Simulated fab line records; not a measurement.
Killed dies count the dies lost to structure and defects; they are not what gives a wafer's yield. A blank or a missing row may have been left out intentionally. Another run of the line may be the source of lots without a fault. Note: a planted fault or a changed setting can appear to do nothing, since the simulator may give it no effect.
Comparing a struck lot with a sound one || flow n5-finfet || 15 out of 1938 route steps
Sound: wafers L166.2, L166.4, L166.6. Struck: wafer L179.2 (left out: L179.1, a lot-mate that was not struck); the cause follows at the end.
For every step that has rows: the tool of each side, followed by ch and its chambers, followed by its first start. Under that, the readings that differ: sound wafers || struck wafers || difference of the means || sigmas: that difference in standard deviations of wafers without a fault.
alike: readings whose means differ by less than 2 such deviations, and words and numbers that are the same on both sides. not compared: withheld readings, readings that some wafer has no value for, bounds like >300 that may hide the same value, and numbers for which the record gives no deviation and whose values overlap.
Wherever a step has rows on one side only, a row that says differs or no value, or a row with sigmas, the two part there. Numbers that have no deviation but don't overlap get no sigmas and don't part them. A reading that every wafer of one side lacks parts them only if that side has two wafers or more.

N5_HKMG_FIN_DESCUM_53: chemistry O2, time 7.9 s.
  sound on rie-diel-01 ch 1,3, day 3 23:19; struck on rie-diel-01 ch 0, day 7 05:50
  alike: drypump-motor-current-A, oes-product-au, rf-vpp-V, showerhead-plenum-p-Torr, throttle-valve-pct
  not compared: rf-hours-counter-h
N5_HKMG_FIN_ETCH_54: etches SiARC in CF4, target depth 45.5 nm, time 75.8 s.
  sound on rie-diel-01 ch 1,3, day 3 23:20; struck on rie-diel-01 ch 0, day 7 05:52
  alike: drypump-motor-current-A, etch-rf-on-time-s, oes-product-au, rf-vpp-V, showerhead-plenum-p-Torr, throttle-valve-pct
  not compared: rf-hours-counter-h
N5_HKMG_FIN_ETCH_55: etches SOC in N2/H2, target depth 240 nm, time 300 s.
  sound on rie-diel-01 ch 1,3, day 3 23:24; struck on rie-diel-01 ch 0, day 7 05:55
  alike: drypump-motor-current-A, oes-product-au, rf-vpp-V, showerhead-plenum-p-Torr, throttle-valve-pct
  not compared: rf-hours-counter-h
then, 3 steps without rows for these wafers: N5_HKMG_FIN_STRIP_56 (strips in N2/H2); N5_HKMG_FIN_STRIP_57 (strips in CF4); N5_HKMG_FIN_ETCH_58 (etches SOC in N2/H2, target depth 215.8 nm, time 741 s).
N5_HKMG_FIN_STRIP_93: strips SOC in N2/H2, time 20 s.
  sound on rie-diel-01 ch 1,3, day 4 00:02; struck on rie-diel-01 ch 0, day 7 06:33
{"reading": "rf-vpp-V (V)", "sound": "53.3 52.8 52.5", "struck": 54.7, "difference": "+1.8", "sigmas": "+2"}
  alike: drypump-motor-current-A, oes-product-au, showerhead-plenum-p-Torr, throttle-valve-pct
  not compared: rf-hours-counter-h
then, 1 step without rows for these wafers: N5_HKMG_FIN_WET_ETCH_76 (etches Al2O3 in dNH4OH, stops on La2O3, target depth 2.25 nm, rinse time 30 s).
N5_HKMG_FIN_STRIP_60: strips in N2/H2, time 360 s.
  sound on plasma-asher-02 ch 0,1, day 4 00:11; struck on plasma-asher-01 ch 0, day 7 06:43
  alike: drypump-motor-current-A, heater-power-w
  not compared: rf-hours-counter-h
then, 3 steps without rows for these wafers: N5_HKMG_FIN_WET_ETCH_77 (etches La2O3 in dHCl, stops on HfO2, target depth 2 nm); N5_HKMG_FIN_WET_ETCH_78 (etches Al2O3 in dNH4OH, stops on La2O3, target depth 4.5 nm, rinse time 30 s); N5_HKMG_FIN_ALD_79 (deposits TiN, target thk 1.5 nm, pulse time 1 s, purge time 3 s).
N5_HKMG_FIN_CVD_62: deposits a-Si from Si2H6, target thk 3 nm, time 20.8 s.
  sound on thermal-cvd-si-01 ch 1,2, day 4 01:04; struck on thermal-cvd-si-02 ch 1, day 7 07:34
{"reading": "model.a-Si_of_HKMG_FIN_CVD_62.thk-nm (nm)", "sound": "3 2.8 3", "struck": 4, "difference": "+1", "sigmas": ""}
  alike: heater-power-w
then, 2 steps without rows for these wafers: N5_HKMG_FIN_RTA_80 (time 2 s); N5_PASSIVATION_PROBE_49.

== WHERE THEY PART ==
Only at N5_HKMG_FIN_STRIP_93, within this record. Later steps at which nothing parts them and some readings are alike: N5_HKMG_FIN_STRIP_60, N5_HKMG_FIN_CVD_62.

WHY: what the simulator had put in
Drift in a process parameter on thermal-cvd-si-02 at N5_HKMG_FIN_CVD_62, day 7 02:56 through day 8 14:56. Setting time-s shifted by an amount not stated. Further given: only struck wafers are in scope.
